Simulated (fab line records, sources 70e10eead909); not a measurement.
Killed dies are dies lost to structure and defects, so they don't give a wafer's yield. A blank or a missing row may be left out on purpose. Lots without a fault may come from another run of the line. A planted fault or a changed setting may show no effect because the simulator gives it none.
Chamber matching | flow nand_harc | NHARC_P_M2_CMP_23 on cmp-03: 4 sister chambers
The step polishes, t overpolish 20 s, target thk 144.3 nm. 8 wafers are shown with their chamber, then 10 later ones without.

WAFERS WITH THEIR CHAMBER
wafer  | chamber | time_to_endpoint_s (s) | motor_current_A (A)
L076.6 | 0       | 31                     | 11.9
L077.6 | 2       | 27                     | 11.2
L079.3 | 2       | 25                     | 12.3
L081.1 | 1       | 27                     | 11.7
L081.4 | 0       | 31                     | 11.3
L081.5 | 3       | 23                     | 12.9
L084.1 | 3       | 27                     | 12.2
L084.5 | 1       | 27                     | 11.9

WAFERS WITHOUT THEIR CHAMBER
wafer  | time_to_endpoint_s (s) | motor_current_A (A)
L084.6 | 27                     | 12.0
L085.2 | 32                     | 11.6
L085.3 | 33                     | 11.6
L085.6 | 29                     | 12.1
L087.1 | 29                     | 12.8
L087.5 | 27                     | 12.9
L087.6 | 27                     | 11.7
L090.2 | 25                     | 11.9
L090.3 | 23                     | 11.9
L090.6 | 27                     | 11.2

WHICH CHAMBER EACH WENT THROUGH
wafer  | from the rows above               | in truth
L084.6 | can't be placed: 1 or 2 or 3      | 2
L085.2 | 0                                 | 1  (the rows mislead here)
L085.3 | 0                                 | 0
L085.6 | can't be placed: 1 or 0 or 2 or 3 | 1
L087.1 | can't be placed: 1 or 3 or 0 or 2 | 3
L087.5 | can't be placed: 3 or 1 or 2      | 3
L087.6 | can't be placed: 1 or 2 or 3      | 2
L090.2 | can't be placed: 2 or 3 or 1      | 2
L090.3 | can't be placed: 3 or 2 or 1      | 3
L090.6 | can't be placed: 1 or 2 or 0 or 3 | 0
Placed correctly: 1 of 10. Can't be placed from these rows: 8 (the true chamber is among the candidates in 8). Placed wrongly: 1.
How it was worked out, from the rows above alone: a wafer's distance from a chamber is the root of the sum, over the readings, of the square of ((its reading less the chamber's mean) divided by the reading's scatter). The wafer belongs to the nearest chamber; if the next one is less than 2 further off, it can't be placed. A chamber's mean is the mean of its shown wafers. The scatter: the root of (the sum of the squares of (reading less its chamber's mean) over the shown wafers, divided by (wafers less chambers)).
